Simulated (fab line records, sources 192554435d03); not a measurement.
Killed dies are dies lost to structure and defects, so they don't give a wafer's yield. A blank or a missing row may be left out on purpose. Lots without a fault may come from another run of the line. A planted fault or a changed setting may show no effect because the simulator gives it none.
Split-lot experiment | flow n5_finfet | 7 lots, 39 wafers read, on a route of 1938 steps

THE SPLIT
At N5_FIN_SAQP_ETCH_65 (etches SiO2 in CF4, target depth 4 nm, time 4.4 s), the setting time_s was moved away from the recipe's 4.4 s on 15 of the 39 wafers read, by -49.1% to +58.8%. The other wafers ran this setting at the recipe's value.

The reading is taken at the split's own step.

THE READING
etch.depth_nm (the simulator's own value, which no gauge read), in nm, at N5_FIN_SAQP_ETCH_65 (etches SiO2 in CF4, target depth 4 nm, time 4.4 s). The file gives no usual value for it. The 24 wafers here that ran the recipe average 4.001 nm, standard deviation 0.047 nm.

wafer  | tool, chamber at the split | time_s as run, s | against the recipe | etch.depth_nm, nm | against lot-mates on the recipe
L075.1 | rie_si-04, 2               | 4.4              | recipe             | 3.989             | -
L075.2 | rie_si-04, 3               | 4.4              | recipe             | 3.956             | -
L075.6 | rie_si-04, 1               | 4.4              | recipe             | 4.119             | -
L082.1 | rie_si-03, 3               | 2.401            | -45.4%             | 2.152             | -1.904
L082.2 | rie_si-03, 1               | 4.4              | recipe             | 4.017             | -
L082.3 | rie_si-03, 2               | 4.4              | recipe             | 4.071             | -
L082.4 | rie_si-03, 0               | 2.401            | -45.4%             | 2.2               | -1.856
L082.5 | rie_si-03, 1               | 2.401            | -45.4%             | 2.195             | -1.861
L082.6 | rie_si-03, 2               | 4.4              | recipe             | 4.08              | -
L083.1 | rie_si-02, 1               | 4.4              | recipe             | 4.005             | -
L083.2 | rie_si-02, 2               | 5.374            | +22.1%             | 4.947             | +0.958
L083.3 | rie_si-02, 3               | 4.4              | recipe             | 3.959             | -
L083.4 | rie_si-02, 0               | 5.374            | +22.1%             | 4.921             | +0.932
L083.5 | rie_si-02, 0               | 4.4              | recipe             | 4.003             | -
L083.6 | rie_si-02, 1               | 5.374            | +22.1%             | 4.885             | +0.896
L089.1 | rie_si-02, 2               | 4.4              | recipe             | 3.981             | -
L089.2 | rie_si-02, 0               | 4.4              | recipe             | 3.947             | -
L089.3 | rie_si-02, 3               | 4.4              | recipe             | 3.924             | -
L089.4 | rie_si-02, 2               | 4.4              | recipe             | 3.991             | -
L089.5 | rie_si-02, 3               | 4.4              | recipe             | 3.949             | -
L089.6 | rie_si-02, 0               | 4.4              | recipe             | 3.954             | -
L092.1 | rie_si-02, 0               | 4.4              | recipe             | 4.027             | -
L092.2 | rie_si-02, 1               | 6.986            | +58.8%             | 6.35              | +2.317
L092.3 | rie_si-02, 2               | 4.4              | recipe             | 4.071             | -
L092.4 | rie_si-02, 3               | 4.4              | recipe             | 4                 | -
L092.5 | rie_si-02, 3               | 6.986            | +58.8%             | 6.319             | +2.286
L092.6 | rie_si-02, 0               | 6.986            | +58.8%             | 6.359             | +2.326
L096.1 | rie_si-03, 2               | 2.238            | -49.1%             | 2.058             | -1.924
L096.2 | rie_si-03, 3               | 2.238            | -49.1%             | 2.001             | -1.981
L096.3 | rie_si-03, 0               | 4.4              | recipe             | 3.973             | -
L096.4 | rie_si-03, 1               | 4.4              | recipe             | 4.004             | -
L096.5 | rie_si-03, 1               | 2.238            | -49.1%             | 2.026             | -1.956
L096.6 | rie_si-03, 0               | 4.4              | recipe             | 3.968             | -
L097.1 | rie_si-04, 3               | 4.4              | recipe             | 3.985             | -
L097.2 | rie_si-04, 0               | 6.889            | +56.6%             | 6.37              | +2.361
L097.3 | rie_si-04, 1               | 6.889            | +56.6%             | 6.453             | +2.444
L097.4 | rie_si-04, 2               | 4.4              | recipe             | 4.033             | -
L097.5 | rie_si-04, 1               | 6.889            | +56.6%             | 6.544             | +2.535
L097.6 | rie_si-04, 2               | 4.4              | recipe             | 4.008             | -

THE FIT
A straight line over all 39 wafers: etch.depth_nm changes by +0.0409 nm for each +1% of time_s; r = +1.00; the points scatter about the line by 0.063 nm.
The same after taking each lot's own level away (the mean of its wafers on the recipe; 39 wafers): +0.0409 nm for each +1%; r = +1.00; scatter 0.061 nm.
On that fit, the largest move of time_s shifts the reading by 2.4 nm.
The lots' own levels span 3.9577 to 4.0560 nm, that is 2.1 times the standard deviation above.
So the lot-to-lot level changes the slope little: the two slopes agree.
Check: with one of the wafers moved furthest among these (+58.8%) left out of the fit, the line predicts +2.42 nm for it against its lot-mates. It came out at +2.32 nm against them.

OTHER SPLITS ON THESE WAFERS
These wafers also went through other splits before the reading. Each is held against what the fit with the lots' levels taken away leaves over:
other split on the same wafers | wafers away from the commonest value | r with etch.depth_nm (lot level and that fit taken away)
N5_ZERO_LAYER_PECVD_02 time_s  | 18                                   | -0.03

THE FILE'S OWN FIT
etch.depth_nm changes by +0.0409 nm for each +1% of time_s, r = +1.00.
